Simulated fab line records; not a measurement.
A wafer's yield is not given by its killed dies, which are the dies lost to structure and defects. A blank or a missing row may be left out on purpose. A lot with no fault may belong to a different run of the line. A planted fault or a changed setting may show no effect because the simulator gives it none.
fab line records    flow n5Finfet
record: lots: 7  wafers: 39
route steps=1938 shown FIN_SAQP@130 SD_EPI_N@273 MOL_CONTACT_COAG@581
startH: the number of hours between the record's first day and the start of the first shown wafer of the lot    waitH: hours since the lot's step before    " unchanged from the row above    L1.1+2: several wafers, shown together as one row    - no value, or no start given    * or withheld: withheld    < > ~ a bound
route shown NAME@n: NAME is a module with steps in the file, n the number in the route of the first one    usual: mean/standard deviation taken from wafers without a fault    same: alike in all rows    chamber/n: place in a boat    sites: readings site by site    _std_site: the standard deviation of these    _edge_site: outer sites' mean less inner sites'    radiusMm: how far each site lies from the wafer's centre    mask NAME#n: copy n    behind: tool/chamber where the wafer was last shaped    hold: why the lot went on hold/how many hours it stayed there/how the hold came to an end    device: the transistor (n, p or np) that didn't switch    end of line: tests of these same wafers at the route's end    for a step that has no rows: nothing shown but its recipe    killed: dies that structure and defects cost at the first sort, which is not the same as the wafer's yield    map: per-die view of a wafer (x killed, . not killed, _ where there is no die)
set.NAME: the setting as run; set.NAME@STEP: as run at that earlier step    model.NAME: the simulator's own value behind a step, which no gauge read
lots with deliberately changed settings; one table per step, one row per wafer
== steps ==
step: N5_FIN_SAQP_ETCH_65
recipe: chemistry: CF4  target: SiO2  targetDepthA: 40  ionEnergyEv: 350  timeS: 4.4  pressureMtorr: 10  icpW: 800  biasW: 400  cf4FlowSccm: 80
lot.wafer  tool      chamber  startH  waitH  set.timeS  model.etch.depthNm
L077.1     rieSi-01  3        42.07   0.1    3.332      3.059
L077.2     "         0        "       "      4.4        3.964
L077.3     "         1        "       "      3.332      3.016
L077.4     "         2        "       "      3.332      3.036
L077.5     "         0        "       "      4.4        4.006
L077.6     "         1        "       "      4.4        3.955
L087.1     rieSi-01  3        102.39  0.1    7.005      6.353
L087.2     "         0        "       "      7.005      6.255
L087.3     "         2        "       "      4.4        3.966
L087.4     "         1        "       "      4.4        3.921
L087.5     "         3        "       "      7.005      6.357
L087.6     "         0        "       "      4.4        3.93
L089.1     rieSi-01  0        115.36  0.1    4.4        3.992
L089.2     "         3        "       "      6.451      5.87
L089.3     "         1        "       "      4.4        3.947
L089.4     "         2        "       "      4.4        4.034
L089.5     "         1        "       "      6.451      5.77
L089.6     "         0        "       "      6.451      5.839
L090.3     rieSi-01  3        121.46  0.1    4.4        4
L090.4     "         3        "       "      4.4        3.998
L090.5     "         1        "       "      4.4        3.937
L091.1     rieSi-04  2        126.97  0.1    6.537      5.591
L091.2     "         1        "       "      4.4        4.076
L091.3     "         3        "       "      6.537      6.027
L091.4     "         0        "       "      4.4        4.243
L091.5     "         0        "       "      4.4        4.207
L091.6     "         1        "       "      6.537      6.046
L096.1     rieSi-06  1        157.00  0.1    1.784      1.717
L096.2     "         2        "       "      4.4        3.973
L096.3     "         0        "       "      1.784      1.647
L096.4     "         3        "       "      4.4        4.068
L096.5     "         2        "       "      4.4        3.97
L096.6     "         1        "       "      1.784      1.713
L097.1     rieSi-06  3        162.23  0.1    4.4        4.05
L097.2     "         2        "       "      4.4        3.972
L097.3     "         1        "       "      3.076      2.943
L097.4     "         0        "       "      3.076      2.888
L097.5     "         3        "       "      3.076      2.811
L097.6     "         0        "       "      4.4        4.099
step: N5_SD_EPI_N_DESCUM_14
recipe: chemistry: O2  timeS: 7.9  sourcePowerW: 50  biasPowerW: 20  pressureMtorr: 20  rfFrequencyHz: 2.712e+07  tempC: 40  resist: CAR-ArF-block  o2FlowSccm: 225
lot.wafer   tool        chamber  startH  waitH  set.timeS  model.CAR-ArF-block_of_SD_EPI_N_COAT_03.thkNm
L077.1+6    rieDiel-01  0,1      68.75   0.0    7.9        143.8
L077.2+5    "           1,2      "       "      11.52      141.4
L077.3      "           3        "       "      7.9        144.2
L077.4      "           2        "       "      11.52      141.8
L087.1      rieDiel-06  0        126.59  0.1    7.9        143
L087.2+6    "           2,0      "       "      7.9        143.6
L087.3+4    "           3,2      "       "      7.9        143.4
L087.5      "           3        "       "      7.9        144.2
L089.1+4+5  rieDiel-05  2,1,2    139.37  0.0    7.9        142.8
L089.2      "           0        "       "      7.9        142.4
L089.3+6    "           3,1      "       "      7.9        142.6
L090.3+4+5  rieDiel-06  3,2,0    145.29  0.1    7.9        144
L091.1      rieDiel-05  0        150.66  0.0    7.9        144.2
L091.2      "           2        "       "      7.9        143.8
L091.3      "           1        "       "      5.478      145.8
L091.4      "           3        "       "      7.9        144.4
L091.5      "           2        "       "      5.478      145.6
L091.6      "           3        "       "      5.478      145.2
L096.1+5    rieDiel-05  3,0      187.57  0.0    7.9        144
L096.2      "           2        "       "      7.9        143.8
L096.3      "           0        "       "      7.9        143.4
L096.4+6    "           1,3      "       "      7.9        143.6
L097.1+3    rieDiel-05  1,0      191.71  0.1    7.9        143.6
L097.2      "           3        "       "      9.804      142.2
L097.4+6    "           2        "       "      9.804      142.6
L097.5      "           3        "       "      7.9        144
step: N5_SD_EPI_N_ETCH_34
recipe: chemistry: CF4  target: SiARC  targetDepthA: 455  maskMaterial: CAR-ArF-block  timeS: 75.8  ionEnergyEv: 80  pressureMtorr: 40  sourceW: 545  biasW: 36  Ar_flow_sccm: 100  cf4FlowSccm: 100  ends: cleared
lot.wafer   tool        chamber  startH  waitH  set.timeS@SD_EPI_N_DESCUM_14  model.CAR-ArF-block_of_SD_EPI_N_COAT_03.thkNm
L077.1      rieDiel-01  0        68.78   0.0    7.9                           111.4
L077.2      "           1        "       "      11.52                         108.8
L077.3      "           3        "       "      7.9                           111.6
L077.4      "           2        "       "      11.52                         109.4
L077.5      "           2        "       "      11.52                         109
L077.6      "           1        "       "      7.9                           111.2
L087.1      rieDiel-06  0        126.63  0.0    7.9                           110.6
L087.2      "           2        "       "      7.9                           111.2
L087.3+4    "           3,2      "       "      7.9                           110.8
L087.5      "           3        "       "      7.9                           111.8
L087.6      "           0        "       "      7.9                           111
L089.1+4+6  rieDiel-05  2,1,1    139.41  0.0    7.9                           110.2
L089.2+3    "           0,3      "       "      7.9                           110
L089.5      "           2        "       "      7.9                           110.4
L090.3      rieDiel-06  3        145.32  0.0    7.9                           111.4
L090.4+5    "           2,0      "       "      7.9                           111.6
L091.1      rieDiel-05  0        150.69  0.0    7.9                           111.6
L091.2      "           2        "       "      7.9                           111.4
L091.3      "           1        "       "      5.478                         113.4
L091.4      "           3        "       "      7.9                           112
L091.5      "           2        "       "      5.478                         113.2
L091.6      "           3        "       "      5.478                         112.6
L096.1      rieDiel-05  3        187.61  0.0    7.9                           111.6
L096.2      "           2        "       "      7.9                           111.4
L096.3      "           0        "       "      7.9                           110.8
L096.4+6    "           1,3      "       "      7.9                           111.2
L096.5      "           0        "       "      7.9                           111.8
L097.1+3    rieDiel-05  1,0      191.75  0.0    7.9                           111
L097.2      "           3        "       "      9.804                         109.8
L097.4      "           2        "       "      9.804                         110
L097.5      "           3        "       "      7.9                           111.4
L097.6      "           2        "       "      9.804                         110.2
step: N5_MOL_CONTACT_COAG_ETCH_91
recipe: chemistry: N2/H2  target: SOC  targetDepthA: 600  overetchA: 210  maskMaterial: SiARC  tempC: 40  timeS: 101.2  ionEnergyEv: 200  pressureMtorr: 30  sourceW: 840  biasW: 150  n2FlowSccm: 200  h2FlowSccm: 200
lot.wafer   tool        chamber  startH  waitH  set.targetDepthA  model.SiARC_of_MOL_CONTACT_COAG_COAT_76.thkNm
L077.1+3+6  rieDiel-05  3,1,3    119.09  0.0    600               5.4
L077.2+4+5  "           2,0,0    "       "      600               5.8
L087.1+4    rieDiel-06  3,1      175.88  0.0    600               6
L087.2      "           0        "       "      950.8             3.6
L087.3      "           2        "       "      950.8             3.4
L087.5      "           3        "       "      950.8             4.4
L087.6      "           2        "       "      600               5.4
L089.1+2    rieDiel-01  2,0      190.08  0.0    600               5.8
L089.3+5    "           3,1      "       "      483.2             6.6
L089.4      "           1        "       "      600               6
L089.6      "           0        "       "      483.2             6.4
L090.3      rieDiel-01  0        195.12  0.0    600               5.8
L090.4+5    "           1,3      "       "      600               6
L091.1      rieDiel-06  2        198.06  0.0    878.5             3.8
L091.2+6    "           3        "       "      600               6
L091.3      "           1        "       "      878.5             4.4
L091.4      "           0        "       "      878.5             4
L091.5      "           2        "       "      600               5.4
L096.1+5    rieDiel-01  1,3      236.81  0.0    484.7             6.6
L096.2      "           3        "       "      600               6.2
L096.3      "           0        "       "      600               6
L096.4      "           2        "       "      600               5.8
L096.6      "           2        "       "      484.7             6.4
L097.1+2+5  rieDiel-05  1,3,3    239.86  0.0    954.4             3.4
L097.3+4+6  "           2,0,0    "       "      600               5.8
step: N5_MOL_CONTACT_COAG_ETCHBACK_136
recipe: chemistry: CHF3  target: SiO2  targetDepthA: 250  timeS: 16.7  ionEnergyEv: 200  pressureMtorr: 30  sourceW: 610  biasW: 170  Ar_flow_sccm: 200  CHF3_flow_sccm: 50
lot.wafer       tool        chamber    startH  waitH  set.targetDepthA  model.SOC_of_MOL_CONTACT_COAG_COAT_62.thkNm
L077.1+2+4+5+6  rieDiel-01  0,3,1,1,2  120.42  0.0    250               57.4
L077.3          "           2          "       "      250               57
L087.1+4        rieDiel-06  2,3        177.25  0.0    198.7             57.8
L087.2+6        "           1,0        "       "      250               57.2
L087.3          "           0          "       "      250               57
L087.5          "           1          "       "      198.7             57.6
L089.1+3+4      rieDiel-06  1,3,2      191.63  0.0    250               57.2
L089.2          "           0          "       "      250               56.8
L089.5          "           1          "       "      250               57.4
L089.6          "           0          "       "      250               57
L090.3          rieDiel-05  0          196.63  0.0    250               57.6
L090.4          "           1          "       "      250               57.2
L090.5          "           2          "       "      250               57.4
L091.1+5        rieDiel-06  2,1        199.66  0.0    250               57.4
L091.2          "           1          "       "      250               57.2
L091.3          "           3          "       "      154.6             58.6
L091.4+6        "           0          "       "      154.6             58.4
L096.1          rieDiel-06  0          238.18  0.0    250               57
L096.2+5        "           3,1        "       "      186.4             58
L096.3          "           2          "       "      186.4             57.8
L096.4+6        "           1,2        "       "      250               57.4
L097.1+4+5      rieDiel-01  2,0,2      241.21  0.0    250               57.2
L097.2+3        "           1,3        "       "      115.5             58.8
L097.6          "           1          "       "      115.5             58.6
step: N5_MOL_CONTACT_COAG_STRIP_120
recipe: chemistry: CHF3  resist: SiARC  rfFrequencyHz: 6e+07
step: N5_MOL_CONTACT_COAG_VIA_ETCH_117
recipe: chemistry: C4F6/O2  targetDepthA: 400  overetchA: 80  maskMaterial: SOC  target: SiO2  biasW: 455  pressureMtorr: 10  timeS: 26  sourceW: 325  Ar_flow_sccm: 300  C4F6_flow_sccm: 10  O2_flow_sccm: 10  ionEnergyEv: 575.3  ends: endPoint
lot.wafer  tool        chamber  startH  waitH  set.targetDepthA@MOL_CONTACT_COAG_ETCHBACK_136  model.etch.depthNm  model.MOL_CONTACT_COAG.featureDepthNm  model.SOC_of_MOL_CONTACT_COAG_COAT_62.thkNm
L077.1     rieDiel-01  0        120.46  0.0    250                                             39.97               40                                     51.6
L077.2     "           3        "       "      250                                             40.43               40.4                                   51.6
L077.3     "           2        "       "      250                                             39                  39                                     51
L077.4     "           1        "       "      250                                             40.42               40.4                                   51.6
L077.5     "           1        "       "      250                                             40.37               40.4                                   51.4
L077.6     "           2        "       "      250                                             39.01               39                                     51.4
L087.1     rieDiel-06  2        177.29  0.0    198.7                                           44.31               44.4                                   51.8
L087.2     "           1        "       "      250                                             39.62               39.6                                   51.4
L087.3     "           0        "       "      250                                             39.15               39.2                                   51
L087.4     "           3        "       "      198.7                                           45.62               45.6                                   52.2
L087.5     "           1        "       "      198.7                                           45.11               45.2                                   51.8
L087.6     "           0        "       "      250                                             39.28               39.2                                   51.2
L089.1     rieDiel-06  1        191.66  0.0    250                                             39.97               40                                     51.4
L089.2     "           0        "       "      250                                             39.18               39.2                                   50.8
L089.3     "           3        "       "      250                                             40.49               40.4                                   51.4
L089.4     "           2        "       "      250                                             39.35               39.4                                   51
L089.5     "           1        "       "      250                                             39.82               39.8                                   51.6
L089.6     "           0        "       "      250                                             39.25               39.2                                   51
L090.3     rieDiel-05  0        196.66  0.0    250                                             40.23               40.2                                   51.6
L090.4     "           1        "       "      250                                             39.44               39.4                                   51.4
L090.5     "           2        "       "      250                                             40.32               40.4                                   51.8
L091.1     rieDiel-06  2        199.69  0.0    250                                             39.05               39                                     51.4
L091.2     "           1        "       "      250                                             39.85               39.8                                   51.4
L091.3     "           3        "       "      154.6                                           47.1                47                                     53
L091.4     "           0        "       "      154.6                                           49.14               49.2                                   52.6
L091.5     "           1        "       "      250                                             39.81               39.8                                   51.6
L091.6     "           0        "       "      154.6                                           49.04               49                                     52.6
L096.1     rieDiel-06  0        238.21  0.0    250                                             39.09               39                                     51.2
L096.2     "           3        "       "      186.4                                           46.13               46.2                                   52.4
L096.3     "           2        "       "      186.4                                           45.87               45.8                                   52
L096.4     "           1        "       "      250                                             39.97               40                                     51.8
L096.5     "           1        "       "      186.4                                           46.2                46.2                                   52.2
L096.6     "           2        "       "      250                                             39.34               39.4                                   51.4
L097.1     rieDiel-01  2        241.24  0.0    250                                             39.32               39.4                                   51.2
L097.2     "           1        "       "      115.5                                           46.65               46.6                                   53
L097.3     "           3        "       "      115.5                                           46.6                46.6                                   53
L097.4     "           0        "       "      250                                             40.17               40.2                                   51.4
L097.5     "           2        "       "      250                                             39.25               39.2                                   51.2
L097.6     "           1        "       "      115.5                                           46.9                46.8                                   52.8
step: N5_MOL_CONTACT_COAG_ETCH_124
recipe: chemistry: CH3F/O2  target: SiNx  targetDepthA: 65  maskMaterial: SOC  stopOn: SiOC  overEtchFrac: 0.3  ionEnergyEv: 120  pressureMtorr: 30  sourceW: 395  biasW: 73  Ar_flow_sccm: 150  CH3F_flow_sccm: 30  O2_flow_sccm: 20  ends: endPoint
lot.wafer  tool        chamber  startH  waitH  set.targetDepthA@MOL_CONTACT_COAG_ETCHBACK_136  model.SOC_of_MOL_CONTACT_COAG_COAT_62.thkNm
L077.1+2   rieDiel-01  0,3      120.49  0.0    250                                             48.6
L077.3     "           2        "       "      250                                             47.8
L077.4+5   "           1        "       "      250                                             48.4
L077.6     "           2        "       "      250                                             48.2
L087.1     rieDiel-06  2        177.31  0.0    198.7                                           48.6
L087.2     "           1        "       "      250                                             48.4
L087.3     "           0        "       "      250                                             47.8
L087.4     "           3        "       "      198.7                                           49.2
L087.5     "           1        "       "      198.7                                           48.8
L087.6     "           0        "       "      250                                             48
L089.1     rieDiel-06  1        191.69  0.0    250                                             48.2
L089.2     "           0        "       "      250                                             47.6
L089.3+5   "           3,1      "       "      250                                             48.4
L089.4+6   "           2,0      "       "      250                                             47.8
L090.3+5   rieDiel-05  0,2      196.69  0.0    250                                             48.6
L090.4     "           1        "       "      250                                             48
L091.1     rieDiel-06  2        199.72  0.0    250                                             48.2
L091.2+5   "           1        "       "      250                                             48.4
L091.3     "           3        "       "      154.6                                           49.8
L091.4+6   "           0        "       "      154.6                                           49.4
L096.1     rieDiel-06  0        238.24  0.0    250                                             48
L096.2     "           3        "       "      186.4                                           49.4
L096.3     "           2        "       "      186.4                                           48.8
L096.4     "           1        "       "      250                                             48.6
L096.5     "           1        "       "      186.4                                           49
L096.6     "           2        "       "      250                                             48.2
L097.1+5   rieDiel-01  2        241.27  0.0    250                                             48
L097.2+3   "           1,3      "       "      115.5                                           50
L097.4     "           0        "       "      250                                             48.4
L097.6     "           1        "       "      115.5                                           49.8
step: N5_MOL_CONTACT_COAG_ETCH_48
recipe: chemistry: C4F6/O2  targetDepthA: 150  overetchA: 45  maskMaterial: SOC  target: SiOC  biasW: 465  pressureMtorr: 10  timeS: 17  sourceW: 335  Ar_flow_sccm: 300  C4F6_flow_sccm: 10  O2_flow_sccm: 10  ionEnergyEv: 576
lot.wafer   tool        chamber  startH  waitH  set.targetDepthA@MOL_CONTACT_COAG_ETCHBACK_136  model.SOC_of_MOL_CONTACT_COAG_COAT_62.thkNm
L077.1+4+5  rieDiel-01  0,1,1    120.53  0.0    250                                             45.8
L077.2      "           3        "       "      250                                             46
L077.3      "           2        "       "      250                                             45.2
L077.6      "           2        "       "      250                                             45.4
L087.1      rieDiel-06  2        177.35  0.0    198.7                                           45.8
L087.2      "           1        "       "      250                                             45.6
L087.3      "           0        "       "      250                                             45.2
L087.4      "           3        "       "      198.7                                           46.6
L087.5      "           1        "       "      198.7                                           46.2
L087.6      "           0        "       "      250                                             45.4
L089.1      rieDiel-06  1        191.73  0.0    250                                             45.6
L089.2      "           0        "       "      250                                             44.8
L089.3+5    "           3,1      "       "      250                                             45.8
L089.4+6    "           2,0      "       "      250                                             45
L090.3      rieDiel-05  0        196.73  0.0    250                                             45.8
L090.4      "           1        "       "      250                                             45.4
L090.5      "           2        "       "      250                                             46.2
L091.1      rieDiel-06  2        199.76  0.0    250                                             45.4
L091.2      "           1        "       "      250                                             45.6
L091.3      "           3        "       "      154.6                                           47.2
L091.4+6    "           0        "       "      154.6                                           46.6
L091.5      "           1        "       "      250                                             45.8
L096.1      rieDiel-06  0        238.28  0.0    250                                             45.2
L096.2      "           3        "       "      186.4                                           46.8
L096.3      "           2        "       "      186.4                                           46
L096.4      "           1        "       "      250                                             46
L096.5      "           1        "       "      186.4                                           46.4
L096.6      "           2        "       "      250                                             45.4
L097.1      rieDiel-01  2        241.31  0.0    250                                             45.2
L097.2+6    "           1        "       "      115.5                                           47.2
L097.3      "           3        "       "      115.5                                           47.4
L097.4      "           0        "       "      250                                             45.6
L097.5      "           2        "       "      250                                             45.4
== key ==
split: step: N5_FIN_SAQP_ETCH_65  setting: timeS  stated: 4.4  by: wafer
response: step: N5_FIN_SAQP_ETCH_65  reading: model.etch.depthNm  change: +0.0386  per: 1%  r: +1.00
split: step: N5_SD_EPI_N_DESCUM_14  setting: timeS  stated: 7.9  by: wafer
response: step: N5_SD_EPI_N_DESCUM_14  reading: model.CAR-ArF-block_of_SD_EPI_N_COAT_03.thkNm  change: -0.0507  per: 1%  r: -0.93
response: step: N5_SD_EPI_N_ETCH_34  reading: model.CAR-ArF-block_of_SD_EPI_N_COAT_03.thkNm  change: -0.0489  per: 1%  r: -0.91
split: step: N5_MOL_CONTACT_COAG_ETCH_91  setting: targetDepthA  stated: 600  by: wafer
response: step: N5_MOL_CONTACT_COAG_ETCH_91  reading: model.SiARC_of_MOL_CONTACT_COAG_COAT_76.thkNm  change: -0.0369  per: 1%  r: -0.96
split: step: N5_MOL_CONTACT_COAG_ETCHBACK_136  setting: targetDepthA  stated: 250  by: wafer
response: step: N5_MOL_CONTACT_COAG_ETCHBACK_136  reading: model.SOC_of_MOL_CONTACT_COAG_COAT_62.thkNm  change: -0.0286  per: 1%  r: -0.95
response: step: N5_MOL_CONTACT_COAG_VIA_ETCH_117  reading: model.etch.depthNm  change: -0.186  per: 1%  r: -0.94
response: step: N5_MOL_CONTACT_COAG_VIA_ETCH_117  reading: model.MOL_CONTACT_COAG.featureDepthNm  change: -0.185  per: 1%  r: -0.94
response: step: N5_MOL_CONTACT_COAG_VIA_ETCH_117  reading: model.SOC_of_MOL_CONTACT_COAG_COAT_62.thkNm  change: -0.0317  per: 1%  r: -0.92
response: step: N5_MOL_CONTACT_COAG_ETCH_124  reading: model.SOC_of_MOL_CONTACT_COAG_COAT_62.thkNm  change: -0.0331  per: 1%  r: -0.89
response: step: N5_MOL_CONTACT_COAG_ETCH_48  reading: model.SOC_of_MOL_CONTACT_COAG_COAT_62.thkNm  change: -0.0341  per: 1%  r: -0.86
